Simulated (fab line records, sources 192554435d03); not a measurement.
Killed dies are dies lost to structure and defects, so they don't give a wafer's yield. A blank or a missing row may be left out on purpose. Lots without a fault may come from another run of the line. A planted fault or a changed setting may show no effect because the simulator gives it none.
fab line records | flow n5_finfet
record lots=10 wafers=30 last_day=17
route steps=1938 shown BEOL_M0@726 TV_OPEN@1890 PAD_METAL@1893 PASSIVATION@1930
lots that met no fault: from a run of the same line without faults
start_h: hours from the record's first day to the start of the lot's first wafer shown | wait_h: hours since the lot's step before | " the same as in the row above | L1.1+2: a row that stands for several wafers | - no value, or no start given | * or withheld: withheld | < > ~ a bound
route shown NAME@n: a module of which the file shows steps, and the number in the route of the first | usual: mean/standard deviation of fault-free wafers | same: alike in all rows | chamber/n: place in a boat | sites: the reading at each site | _std_site: their standard deviation | _edge_site: outer sites' mean less inner sites' | radius_mm: how far each site lies from the wafer's centre | mask NAME#n: copy n | behind: the tool/chamber that last shaped the wafer | hold: why the lot was held/for how many hours/how that ended | device: the transistor (n, p or np) that didn't switch | end of line: the same wafers' tests at the end of the route | a step without rows: its recipe alone | killed: dies lost to structure and defects at the first sort, not the wafer's yield | map: a wafer's dies, x killed, . not, _ none there
set.NAME: the setting as run; set.NAME@STEP: as run at that earlier step | model.NAME: the simulator's own value behind a step, which no gauge read
steps of the route over a sample of lots; a table a step, a row a wafer
services: from which hour (start_h, from the record's first day; less than 0 if before it) a tool's chamber was out of use, for how many hours, and why
## steps
# step N5_BEOL_M0_ETCH_109
# recipe chemistry=CH3F/O2 target_depth_a=80 overetch_a=24 target=SiCN time_s=27.4 ion_energy_ev=120 pressure_mtorr=30 source_w=395 bias_w=75 Ar_flow_sccm=150 CH3F_flow_sccm=30 O2_flow_sccm=20
# usual drypump_motor_current_A=5.9/0.35 oes_product_au=0.66/0.066 rf_vpp_V=297.8/1.5 showerhead_plenum_p_Torr=2.02/0.061 throttle_valve_pct=16.36/0.27
# columns lot.wafer tool chamber start_h wait_h drypump_motor_current_A oes_product_au rf_hours_counter_h rf_vpp_V showerhead_plenum_p_Torr throttle_valve_pct
L569.4 rie_diel-03 1 115.35 0.6 5.4 0.66 - 295.6 1.92 15.90
L569.5 " 2 " " 5.7 0.79 - 299.6 2.13 15.94
L569.6 " 1 " " 5.4 0.65 - 295.7 1.92 15.91
L571.1 rie_diel-04 3 131.59 0.4 6.2 0.65 161 297.8 2.00 16.58
L571.3 " 0 " " 6.3 0.61 212 297.2 2.06 16.38
L571.5 " 3 " " 6.3 0.66 - 298.4 2.00 16.56
L574.2 rie_diel-04 3 147.33 0.0 6.2 0.65 166 297.4 1.99 16.58
L574.4 " 0 " " 6.3 0.61 217 299.1 2.06 16.39
L574.5 " 1 " " 6.4 0.58 - 299.7 2.06 16.63
L576.3 rie_diel-04 0 160.59 0.0 6.3 0.60 221 297.4 2.06 16.40
L576.4 " 3 " " 6.2 0.65 170 296.9 1.99 16.59
L576.5 " 2 " " 6.1 0.64 - 296.1 1.99 16.63
L578.3 rie_diel-04 1 174.03 0.0 6.4 0.58 243 298.5 2.06 16.66
L578.4 " 2 " " 6.0 0.65 161 297.9 1.99 16.62
L578.5 " 0 " " 6.2 0.61 - 299.1 2.05 16.40
L579.4 rie_diel-03 3 176.63 0.0 5.5 0.62 181 297.9 1.99 16.62
L579.5 " 0 " " 5.6 0.58 - 297.9 2.06 16.61
L579.6 " 3 " " 5.5 0.62 - 297.5 1.99 16.62
L580.2 rie_diel-03 3 182.27 0.0 5.6 0.62 182 296.7 1.99 16.63
L580.4 " 2 " " 5.8 0.75 50 300.6 2.12 15.99
L580.5 " 2 " " 5.7 0.74 - 298.2 2.12 16.00
L585.3 rie_diel-04 0 212.14 0.0 6.3 0.60 239 297.7 2.05 16.45
L585.4 " 0 " " 6.3 0.61 - 297.5 2.05 16.44
L585.6 " 2 " " 6.0 0.65 - 295.9 1.98 16.66
L588.3 rie_diel-03 2 230.47 0.5 5.8 0.73 65 298.4 2.11 16.02
L588.4 " 2 " " 5.7 0.72 - 298.7 2.11 16.03
L588.6 " 1 " " 5.4 0.62 - 295.8 1.91 15.99
L590.1 rie_diel-04 1 246.26 0.5 6.4 0.79 13 296.5 2.05 16.21
L590.4 " 2 " " 6.1 0.62 - 298.2 1.98 16.68
L590.5 " 1 " " 6.4 0.81 - 298.6 2.05 16.23
# step N5_PASSIVATION_ETCH_15
# recipe chemistry=CF4/N2 target=SiCN target_depth_a=750 taper_deg=2 time_s=81.2 ion_energy_ev=150 mask_material=SiNx pressure_mtorr=40 source_w=430 bias_w=70 Ar_flow_sccm=100 cf4_flow_sccm=60 n2_flow_sccm=60
# usual drypump_motor_current_A=5.7/0.51 oes_product_au=0.80/0.085 rf_vpp_V=381.5/1.9 showerhead_plenum_p_Torr=2.18/0.07 throttle_valve_pct=15.29/0.2
# columns lot.wafer tool chamber start_h wait_h drypump_motor_current_A oes_product_au rf_hours_counter_h rf_vpp_V showerhead_plenum_p_Torr throttle_valve_pct
L569.4 rie_diel-06 3 - - 5.9 0.82 76 380.1 2.14 15.18
L569.5 " 2 " " 5.6 0.68 - 382.8 2.17 15.34
L569.6 " 3 " " 5.9 0.83 - 381.6 2.14 15.19
L571.1 rie_diel-01 0 - - 5.7 0.71 178 383.6 2.29 15.67
L571.3 " 3 " " 4.7 0.78 120 378.4 2.12 15.26
L571.5 " 0 " " 5.7 0.72 - 382.0 2.29 15.67
L574.2 rie_diel-06 2 - - 5.6 0.66 251 382.9 2.17 15.35
L574.4 " 0 " " 5.8 0.89 48 380.5 2.15 15.15
L574.5 " 3 " " 5.9 0.81 - 382.3 2.14 15.20
L576.3 rie_diel-06 3 - - 5.9 0.82 87 380.6 2.14 15.19
L576.4 " 0 " " 5.8 0.89 48 380.4 2.15 15.16
L576.5 " 2 " " 5.7 0.67 - 380.8 2.17 15.36
L579.4 rie_diel-06 1 - - 6.6 0.82 89 385.7 2.31 15.44
L579.5 " 0 " " 5.8 0.87 - 383.2 2.15 15.16
L579.6 " 1 " " 6.6 0.82 - 384.5 2.31 15.43
L578.3 rie_diel-06 3 - - 5.9 0.80 98 379.9 2.13 15.21
L578.4 " 1 " " 6.6 0.82 89 384.6 2.31 15.45
L578.5 " 0 " " 5.8 0.88 - 380.9 2.15 15.17
L580.2 rie_diel-02 2 - - 6.0 0.86 61 382.4 2.15 15.38
L580.4 " 2 " " 6.0 0.86 - 380.3 2.15 15.38
L580.5 " 1 " " 6.0 0.87 - 381.7 2.15 15.34
L585.3 rie_diel-02 1 - - 6.0 0.86 57 380.0 2.15 15.34
L585.4 " 0 " " 6.0 0.96 12 381.0 2.17 15.14
L585.6 " 0 " " 5.9 0.96 - 382.2 2.17 15.15
L590.1 rie_diel-06 0 - - 5.8 0.84 77 380.2 2.14 15.22
L590.4 " 2 " " 5.6 0.89 19 381.7 2.16 14.88
L590.5 " 0 " " 5.8 0.84 - 380.6 2.14 15.20
L588.3 rie_diel-01 2 - - 4.9 0.76 140 379.5 2.13 15.31
L588.4 " 1 " " 5.7 0.70 - 379.8 2.09 15.32
L588.6 " 2 " " 4.9 0.75 - 379.2 2.13 15.32
# step N5_PASSIVATION_DEGAS_18
# recipe ambient=vacuum temp_c=300 time_s=60
# usual heater_power_w=489/41
# columns lot.wafer tool chamber start_h wait_h heater_power_w
L569.4 pvd_sputter-03 - 246.19 0.3 466
L569.5 " - " " 488
L569.6 " - " " 527
L571.1 pvd_sputter-02 - 272.41 0.1 432
L571.3 " - " " 476
L571.5 " - " " 587
L574.2 pvd_sputter-01 - 298.65 0.5 479
L574.4 " - " " 481
L574.5 " - " " 473
L576.3 pvd_sputter-01 - 299.55 0.3 482
L576.4 " - " " 476
L576.5 " - " " 485
L579.4 pvd_sputter-01 - 327.92 0.5 476
L579.5 " - " " 479
L579.6 " - " " 488
L578.3 pvd_sputter-02 - 328.10 0.2 482
L578.4 " - " " 598
L578.5 " - " " 469
L580.2 pvd_sputter-02 - 336.41 0.2 479
L580.4 " - " " 594
L580.5 " - " " 446
L585.3 pvd_sputter-03 - 352.53 0.2 514
L585.4 " - " " 484
L585.6 " - " " 455
L590.1 pvd_sputter-01 - 389.79 0.2 460
L590.4 " - " " 474
L590.5 " - " " 485
L588.3 pvd_sputter-01 - 404.20 0.2 472
L588.4 " - " " 482
L588.6 " - " " 473
# step N5_PASSIVATION_ETCH_54
# recipe chemistry=CHF3/O2 target=SiO2 target_depth_a=8800 CHF3_flow_sccm=50 O2_flow_sccm=5 Ar_flow_sccm=200 time_s=440 mask_material=PR pressure_mtorr=30 source_w=650 bias_w=170 ion_energy_ev=200
# usual drypump_motor_current_A=5.9/0.35 oes_product_au=0.81/0.097 rf_vpp_V=525/6.3 showerhead_plenum_p_Torr=2.42/0.065 throttle_valve_pct=18.81/0.25
# columns lot.wafer tool chamber start_h wait_h drypump_motor_current_A oes_product_au rf_hours_counter_h rf_vpp_V showerhead_plenum_p_Torr throttle_valve_pct
L569.4 rie_diel-05 0 249.30 0.1 5.7 0.83 60 521 2.55 18.53
L569.5 " 3 " " 5.8 0.82 - 515 2.35 18.73
L569.6 " 0 " " 5.7 0.83 - 521 2.55 18.54
L571.1 rie_diel-04 3 275.77 0.1 6.2 0.72 214 523 2.38 19.14
L571.3 " 0 " " 6.3 0.99 4 533 2.46 18.50
L571.5 " 1 " " 6.4 0.91 - 522 2.46 18.77
L574.2 rie_diel-03 1 301.43 0.1 5.4 0.71 211 515 2.29 18.46
L574.4 " 2 " " 5.8 0.82 93 526 2.53 18.55
L574.5 " 3 " " 5.5 0.70 - 523 2.38 19.18
L576.3 rie_diel-03 2 303.86 0.1 5.8 0.82 94 528 2.53 18.55
L576.4 " 3 " " 5.6 0.69 225 521 2.38 19.17
L576.5 " 0 " " 5.6 0.94 - 532 2.46 18.73
L579.4 rie_diel-03 1 331.19 0.1 5.4 0.70 - 515 2.29 18.47
L579.5 " 2 " " 5.7 0.81 - 526 2.52 18.56
L579.6 " 0 " " 5.7 0.91 - 532 2.46 18.75
L578.3 rie_diel-04 3 331.36 0.3 6.3 0.71 - 521 2.38 19.17
L578.4 " 2 " " 6.1 0.71 - 524 2.37 19.24
L578.5 " 2 " " 6.1 0.71 - 526 2.37 19.26
L580.2 rie_diel-05 1 339.89 0.1 5.5 0.67 243 534 2.47 18.99
L580.4 " 0 " " 5.7 0.80 87 521 2.54 18.58
L580.5 " 2 " " 5.5 0.78 - 533 2.42 18.75
L585.3 rie_diel-04 1 355.77 0.1 6.4 0.87 49 520 2.45 18.82
L585.4 " 0 " " 6.3 0.93 27 530 2.45 18.53
L585.6 " 1 " " 6.4 0.87 - 521 2.45 18.81
L590.1 rie_diel-05 3 393.15 0.1 5.8 0.76 130 513 2.33 18.82
L590.4 " 2 " " 5.5 0.77 130 533 2.41 18.81
L590.5 " 3 " " 5.8 0.75 - 514 2.33 18.83
L588.3 rie_diel-03 3 407.98 0.1 5.5 0.99 2 521 2.37 18.81
L588.4 " 3 " " 5.5 0.99 - 519 2.37 18.80
L588.6 " 0 " " 5.7 0.86 - 533 2.44 18.80
# step N5_PASSIVATION_PROBE_49
# usual defect_limited_yield=91.3/1.4 killed_at_M0_to_M3=35/11 killed_at_M4_up=14/5.4 killed_at_contacts=12/6.2 killed_at_front_end=38/11 killed_at_other=4.1/2.8 killed_dies=103/17 killed_on_rim=13/4 killed_open=66/13 killed_short=34/8.2 sort_bin_5_function=5.1/0.89 sort_bin_6_memory=3.3/0.72 sort_bin_8_speed=0.00/0.0099 sort_n_pass=1077/17 sort_yield_pct=91.3/1.4
# same gross_dies=1180 killed_at_back_side=0 sort_bin_4_leakage[%]=0
# columns lot.wafer tool chamber start_h wait_h defect_limited_yield[%] killed_at_M0_to_M3 killed_at_M4_up killed_at_contacts killed_at_front_end killed_at_other killed_dies killed_on_rim killed_open killed_short sort_bin_5_function[%] sort_bin_6_memory[%] sort_bin_8_speed[%] sort_n_pass sort_yield_pct[%]
L569.4 prober-02 - 252.27 0.2 93.1 27 10 3 39 3 82 14 56 23 3.9 2.9 0 1098 93.1
L569.5 prober-02 - 252.32 0.2 93.6 26 14 7 27 2 76 16 42 32 3.3 2.7 0 1104 93.6
L569.6 prober-02 - 252.37 0.3 94.3 21 12 3 28 3 67 9 30 32 3.4 2.2 0 1113 94.3
L571.1 prober-01 - 278.55 0.0 90.3 34 19 10 52 0 115 10 73 38 6.4 2.7 0 1065 90.3
L571.3 prober-01 - 278.65 0.1 92.0 23 18 5 44 4 94 5 69 24 4.2 3.7 0 1086 92.0
L571.5 prober-01 - 278.75 0.2 91.8 31 14 14 37 1 97 8 59 32 4.7 3.2 0 1083 91.8
L574.2 prober-02 - 304.26 0.1 89.4 33 21 28 34 9 125 13 77 42 6.2 3.6 0 1055 89.4
L574.4 prober-02 - 304.36 0.2 90.1 40 14 26 31 6 117 17 74 38 5.7 4.0 0 1063 90.1
L574.5 prober-02 - 304.41 0.2 90.2 40 9 13 50 4 116 18 58 55 5.4 3.6 0 1064 90.2
L576.3 prober-01 - 306.74 0.1 88.1 54 28 29 28 2 141 24 95 40 7.3 4.2 0 1039 88.1
L576.4 prober-01 - 306.79 0.2 89.6 48 18 17 32 8 123 20 80 41 5.9 3.7 0 1057 89.6
L576.5 prober-01 - 306.84 0.2 88.9 47 24 11 42 7 131 17 89 38 6.3 4.6 0 1049 88.9
L579.4 prober-02 - 334.24 0.2 92.1 22 11 11 33 16 93 12 49 42 4.8 2.5 0 1087 92.1
L579.5 prober-02 - 334.29 0.2 89.3 27 13 12 66 8 126 23 79 44 5.5 4.5 0 1054 89.3
L579.6 prober-02 - 334.34 0.3 91.9 25 9 20 40 1 95 13 55 38 4.3 3.4 0 1085 91.9
L578.3 prober-01 - 334.87 0.1 89.9 24 13 26 54 2 119 14 76 39 6.2 3.6 0 1061 89.9
L578.4 prober-01 - 334.92 0.2 91.0 23 15 22 43 3 106 14 69 34 5.1 3.6 0 1074 91.0
L578.5 prober-01 - 334.97 0.2 91.9 25 14 18 36 2 95 8 64 28 6.0 1.9 0 1085 91.9
L580.2 prober-01 - 342.72 0.1 92.5 24 17 4 40 4 89 12 63 25 5.1 1.9 0 1091 92.5
L580.4 prober-01 - 342.82 0.2 89.0 35 35 13 41 6 130 17 89 39 6.4 4.2 0 1050 89.0
L580.5 prober-01 - 342.87 0.2 90.6 44 10 10 46 1 111 14 79 30 6.5 2.6 0 1069 90.6
L585.3 prober-01 - 358.67 0.1 90.8 58 10 10 26 5 109 17 72 37 4.2 4.7 0 1071 90.8
L585.4 prober-01 - 358.72 0.2 92.6 36 5 14 30 2 87 6 59 27 5.1 2.2 0.08 1093 92.6
L585.6 prober-01 - 358.82 0.3 92.5 34 9 11 31 4 89 9 67 22 3.9 3.6 0 1091 92.5
L590.1 prober-02 - 395.93 0.0 89.8 42 14 16 42 6 120 19 82 37 5.9 4.0 0 1060 89.8
L590.4 prober-02 - 396.08 0.2 85.6 116 13 14 24 3 170 29 73 33 8.1 4.5 0 1010 85.6
L590.5 prober-02 - 396.13 0.2 91.2 33 22 15 29 5 104 9 65 37 5.1 3.5 0 1076 91.2
L588.3 prober-02 - 411.05 0.1 90.2 33 14 13 55 1 116 15 80 34 5.9 3.6 0 1064 90.2
L588.4 prober-02 - 411.10 0.2 89.6 25 11 15 71 1 123 21 86 34 5.6 4.5 0 1057 89.6
L588.6 prober-02 - 411.20 0.3 88.9 62 9 12 48 0 131 12 91 37 6.4 4.6 0 1049 88.9
# killed by level:class
L569.4 DUMMY_GATE:geometric_particle:open=8 BEOL_M0_SAQP:geometric_particle:open=7 FIN_SAQP:geometric_particle:open=6 FIN_SAQP:geometric_particle:short=6 STI_FIN_REVEAL:geometric_particle:open=6 BEOL_M3:geometric_particle:open=6 BEOL_M0_SAQP:geometric_particle:short=5 GATE_CUT:geometric_particle:short=4
L569.5 BEOL_M2:geometric_particle:open=7 BEOL_M0_SAQP:geometric_particle:short=6 BEOL_M4:geometric_particle:short=5 FIN_SAQP:geometric_particle:open=4 FIN_SAQP:geometric_particle:short=4 MOL_CONTACT_COAG:geometric_particle:open=4 BEOL_M2:geometric_particle:short=3 BEOL_M3:geometric_particle:open=3
L569.6 BEOL_M0:geometric_particle:open=8 GATE_CUT:geometric_particle:short=6 ILD0:geometric_particle:short=4 BEOL_M0_SAQP:geometric_particle:short=4 STI_FIN_REVEAL:geometric_particle:open=3 DUMMY_GATE:geometric_particle:open=3 STI_FIN_REVEAL:geometric_particle:short=3 MOL_CONTACT_COAG:geometric_particle:open=3
L571.1 BEOL_M1:geometric_particle:open=15 FIN_SAQP:geometric_particle:open=10 STI_FIN_REVEAL:geometric_particle:open=10 MOL_CONTACT_COAG:geometric_particle:open=9 STARTING-WAFER:geometric_particle:short=8 BEOL_M1:geometric_particle:short=7 FIN_SAQP:geometric_particle:short=6 BEOL_M4:geometric_particle:open=5
L571.3 FIN_SAQP:geometric_particle:open=20 BEOL_M3:geometric_particle:open=8 BEOL_M4:geometric_particle:open=7 STI_FIN_REVEAL:geometric_particle:open=6 DUMMY_GATE:geometric_particle:open=6 FIN_SAQP:geometric_particle:short=5 BEOL_M0_SAQP:geometric_particle:short=4 BEOL_M1:geometric_particle:open=4
L571.5 FIN_SAQP:geometric_particle:open=11 BEOL_M3:geometric_particle:open=8 MOL_CONTACT_COAG:geometric_particle:open=7 MOL_CONTACT_COAG:geometric_particle:short=5 DUMMY_GATE:geometric_particle:open=5 BEOL_M0_SAQP:geometric_particle:short=5 BEOL_M1:geometric_particle:open=5 FIN_SAQP:geometric_particle:short=4
L574.2 MOL_CONTACT_COAG:geometric_particle:open=22 BEOL_M4:geometric_particle:short=12 BEOL_M0_SAQP:geometric_particle:open=10 BEOL_M0_SAQP:geometric_particle:short=9 STI_FIN_REVEAL:geometric_particle:open=6 DUMMY_GATE:geometric_particle:open=6 MOL_CONTACT_COAG:geometric_particle:short=5 BEOL_M3:geometric_particle:open=5
L574.4 MOL_CONTACT_COAG:geometric_particle:open=20 BEOL_M0_SAQP:geometric_particle:short=11 BEOL_M1:geometric_particle:open=11 GATE_CUT:geometric_particle:short=8 BEOL_M4:geometric_particle:open=7 BEOL_M0_SAQP:geometric_particle:open=6 FIN_SAQP:geometric_particle:open=5 DUMMY_GATE:geometric_particle:open=5
L574.5 BEOL_M0_SAQP:geometric_particle:short=14 BEOL_M2:geometric_particle:open=12 FIN_SAQP:geometric_particle:short=11 MOL_CONTACT_COAG:geometric_particle:open=11 GATE_CUT:geometric_particle:open=10 GATE_CUT:geometric_particle:short=9 BEOL_M0_SAQP:geometric_particle:open=6 FIN_SAQP:geometric_particle:open=5
L576.3 MOL_CONTACT_COAG:geometric_particle:open=21 BEOL_M4:geometric_particle:open=17 BEOL_M0_SAQP:geometric_particle:open=16 BEOL_M0_SAQP:geometric_particle:short=12 MOL_CONTACT_COAG:geometric_particle:short=8 BEOL_M1:geometric_particle:open=8 STI_FIN_REVEAL:geometric_particle:open=7 FIN_SAQP:geometric_particle:short=4
L576.4 BEOL_M0_SAQP:geometric_particle:short=15 MOL_CONTACT_COAG:geometric_particle:open=13 BEOL_M0_SAQP:geometric_particle:open=10 BEOL_M3:geometric_particle:open=10 BEOL_M4:geometric_particle:open=10 FIN_SAQP:geometric_particle:open=8 STI_FIN_REVEAL:geometric_particle:open=8 GATE_CUT:geometric_particle:short=8
L576.5 FIN_SAQP:geometric_particle:short=12 BEOL_M0_SAQP:geometric_particle:open=12 MOL_CONTACT_COAG:geometric_particle:open=10 BEOL_M2:geometric_particle:open=10 BEOL_M3:geometric_particle:open=7 FIN_SAQP:geometric_particle:open=6 BEOL_M0_SAQP:geometric_particle:short=6 BEOL_M4:geometric_particle:open=6
L579.4 FIN_SAQP:geometric_particle:short=16 MOL_CONTACT_COAG:geometric_particle:open=10 PASS1_DEP:geometric_particle:open=5 FIN_SAQP:geometric_particle:open=4 STI_FIN_REVEAL:geometric_particle:open=4 BEOL_M0:geometric_particle:short=3 BEOL_M0:geometric_particle:open=3 BEOL_M3:geometric_particle:open=3
L579.5 STI_FIN_REVEAL:geometric_particle:open=17 MOL_CONTACT_COAG:geometric_particle:open=10 FIN_SAQP:geometric_particle:short=9 BEOL_M1:geometric_particle:open=9 DUMMY_GATE:geometric_particle:open=9 GATE_CUT:geometric_particle:short=8 FIN_SAQP:geometric_particle:open=6 GATE_CUT:geometric_particle:open=5
L579.6 FIN_SAQP:geometric_particle:open=9 FIN_SAQP:geometric_particle:short=9 MOL_CONTACT_COAG:geometric_particle:open=9 MOL_CONTACT_COAG:geometric_particle:short=9 BEOL_M1:geometric_particle:open=8 STI_FIN_REVEAL:geometric_particle:open=6 BEOL_M0_SAQP:geometric_particle:short=6 BEOL_M1:geometric_particle:short=5
L578.3 MOL_CONTACT_COAG:geometric_particle:open=23 FIN_SAQP:geometric_particle:open=15 FIN_SAQP:geometric_particle:short=13 BEOL_M0_SAQP:geometric_particle:short=7 GATE_CUT:geometric_particle:open=6 STI_FIN_REVEAL:geometric_particle:open=5 BEOL_M4:geometric_particle:open=4 BEOL_M3:geometric_particle:open=4
L578.4 MOL_CONTACT_COAG:geometric_particle:open=14 STI_FIN_REVEAL:geometric_particle:open=11 MOL_CONTACT_COAG:geometric_particle:short=8 BEOL_M4:geometric_particle:open=8 FIN_SAQP:geometric_particle:open=7 FIN_SAQP:geometric_particle:short=6 BEOL_M2:geometric_particle:open=6 STI_FIN_REVEAL:geometric_particle:short=4
L578.5 MOL_CONTACT_COAG:geometric_particle:open=13 BEOL_M4:geometric_particle:open=10 DUMMY_GATE:geometric_particle:open=7 STI_FIN_REVEAL:geometric_particle:open=6 BEOL_M3:geometric_particle:short=6 BEOL_M1:geometric_particle:open=5 GATE_CUT:geometric_particle:open=4 MOL_CONTACT_COAG:geometric_particle:short=4
L580.2 BEOL_M4:geometric_particle:open=10 STI_FIN_REVEAL:geometric_particle:open=9 FIN_SAQP:geometric_particle:short=8 BEOL_M2:geometric_particle:open=8 BEOL_M1:geometric_particle:open=6 DUMMY_GATE:geometric_particle:open=5 GATE_CUT:geometric_particle:open=4 BEOL_M4:geometric_particle:short=4
L580.4 BEOL_M4:geometric_particle:open=23 MOL_CONTACT_COAG:geometric_particle:open=11 STI_FIN_REVEAL:geometric_particle:open=9 BEOL_M0_SAQP:geometric_particle:open=9 BEOL_M0_SAQP:geometric_particle:short=9 GATE_CUT:geometric_particle:short=6 BEOL_M4:geometric_particle:short=6 BEOL_M3:geometric_particle:open=5
L580.5 STI_FIN_REVEAL:geometric_particle:open=21 BEOL_M3:geometric_particle:open=12 BEOL_M0_SAQP:geometric_particle:short=10 MOL_CONTACT_COAG:geometric_particle:open=9 FIN_SAQP:geometric_particle:short=7 BEOL_M2:geometric_particle:open=6 FIN_SAQP:geometric_particle:open=5 BEOL_M0_SAQP:geometric_particle:open=5
L585.3 BEOL_M2:geometric_particle:open=20 FIN_SAQP:geometric_particle:open=8 BEOL_M0_SAQP:geometric_particle:short=7 MOL_CONTACT_COAG:geometric_particle:open=6 BEOL_M0_SAQP:geometric_particle:open=6 BEOL_M3:geometric_particle:open=6 FIN_SAQP:geometric_particle:short=5 BEOL_M0:geometric_particle:open=5
L585.4 DUMMY_GATE:geometric_particle:open=8 MOL_CONTACT_COAG:geometric_particle:open=8 BEOL_M3:geometric_particle:open=8 BEOL_M0_SAQP:geometric_particle:short=7 MOL_CONTACT_COAG:geometric_particle:short=6 FIN_SAQP:geometric_particle:open=5 DUMMY_GATE:geometric_particle:short=5 BEOL_M1:geometric_particle:open=5
L585.6 BEOL_M2:geometric_particle:open=9 STI_FIN_REVEAL:geometric_particle:open=8 MOL_CONTACT_COAG:geometric_particle:open=8 FIN_SAQP:geometric_particle:open=7 STARTING-WAFER:geometric_particle:open=6 BEOL_M0_SAQP:geometric_particle:short=5 BEOL_M0_SAQP:geometric_particle:open=5 BEOL_M0:geometric_particle:open=5
L590.1 BEOL_M0_SAQP:geometric_particle:short=16 MOL_CONTACT_COAG:geometric_particle:open=14 SPACER0:geometric_particle:open=9 BEOL_M0_SAQP:geometric_particle:open=8 BEOL_M4:geometric_particle:open=8 DUMMY_GATE:geometric_particle:open=7 SPACER0:geometric_particle:short=7 BEOL_M3:geometric_particle:open=7
L590.4 BEOL_M0:unspecified=63 BEOL_M0_SAQP:geometric_particle:open=18 BEOL_M0_SAQP:geometric_particle:short=14 MOL_CONTACT_COAG:geometric_particle:open=11 DUMMY_GATE:geometric_particle:open=7 BEOL_M3:geometric_particle:open=7 BEOL_M1:geometric_particle:open=6 BEOL_M2:geometric_particle:open=5
L590.5 FIN_SAQP:geometric_particle:short=10 BEOL_M3:geometric_particle:open=10 MOL_CONTACT_COAG:geometric_particle:open=9 FIN_SAQP:geometric_particle:open=8 BEOL_M0_SAQP:geometric_particle:open=7 MOL_CONTACT_COAG:geometric_particle:short=6 BEOL_M5:geometric_particle:open=6 BEOL_M0_SAQP:geometric_particle:short=5
L588.3 FIN_SAQP:geometric_particle:open=19 STI_FIN_REVEAL:geometric_particle:open=13 MOL_CONTACT_COAG:geometric_particle:open=10 BEOL_M1:geometric_particle:open=8 FIN_SAQP:geometric_particle:short=6 BEOL_M3:geometric_particle:open=6 STI_FIN_REVEAL:geometric_particle:short=5 BEOL_M3:geometric_particle:short=5
L588.4 FIN_SAQP:geometric_particle:open=23 STI_FIN_REVEAL:geometric_particle:open=15 MOL_CONTACT_COAG:geometric_particle:open=13 FIN_SAQP:geometric_particle:short=10 BEOL_M3:geometric_particle:open=9 STI_FIN_REVEAL:geometric_particle:short=6 DUMMY_GATE:geometric_particle:open=4 BEOL_M4:geometric_particle:open=4
L588.6 FIN_SAQP:geometric_particle:open=26 BEOL_M0_SAQP:geometric_particle:short=16 BEOL_M1:geometric_particle:open=15 BEOL_M0_SAQP:geometric_particle:open=11 BEOL_M3:geometric_particle:open=10 MOL_CONTACT_COAG:geometric_particle:open=9 FIN_SAQP:geometric_particle:short=6 STI_FIN_REVEAL:geometric_particle:open=3
## services
# columns tool chamber start_h hours kind
pvd_sputter-03 - 92.09 4.6 repair
rie_diel-03 3 95.34 22.6 repair
rie_diel-01 3 103.31 18.9 repair
rie_diel-03 0 103.91 18.7 repair
rie_diel-02 2 105.26 7.6 repair
pvd_sputter-02 - 106.02 18.2 repair
rie_diel-03 - 112.50 2.8 repair
rie_diel-06 0 115.84 5.3 repair
rie_diel-04 2 116.92 6.0 repair
rie_diel-06 1 128.14 16.7 repair
rie_diel-06 2 142.69 23.3 repair
rie_diel-05 0 219.57 8.4 repair
rie_diel-05 2 241.26 2.6 repair
rie_diel-05 0 255.58 11.1 repair
rie_diel-04 0 266.18 6.3 repair
rie_diel-06 - 276.05 14.6 pm
rie_diel-05 - 299.94 2.8 pm
rie_diel-06 2 307.59 1.2 repair
pvd_sputter-02 - 317.00 6.5 repair
rie_diel-03 - 321.59 0.2 repair
rie_diel-03 3 327.58 11.6 repair
rie_diel-04 1 328.03 7.2 repair
rie_diel-06 2 335.32 3.3 repair
rie_diel-04 3 367.57 8.4 repair
## key
first_sign step=N5_PASSIVATION_PROBE_49 reading=killed_at_M0_to_M3 direction=up sigmas=7.5 usual=35 struck=116
effect step=N5_PASSIVATION_PROBE_49 reading=defect_limited_yield direction=down sigmas=4 usual=91.3 struck=85.6
more_kills_born_at N5_BEOL_M0_ETCH_109@rie_diel-04=63
met_at N5_BEOL_M0_ETCH_109
struck_lots L590
struck_wafers L590.4
not_acting_at N5_PASSIVATION_ETCH_15,N5_PASSIVATION_DEGAS_18,N5_PASSIVATION_ETCH_54
onset_between 212.14 246.26
fault kind=chamber_particle_source tool=rie_diel-04 chamber=2 onset_h=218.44 steps=N5_BEOL_M0_ETCH_109 rate_per_visit_cm2=0.46721 end_h=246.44
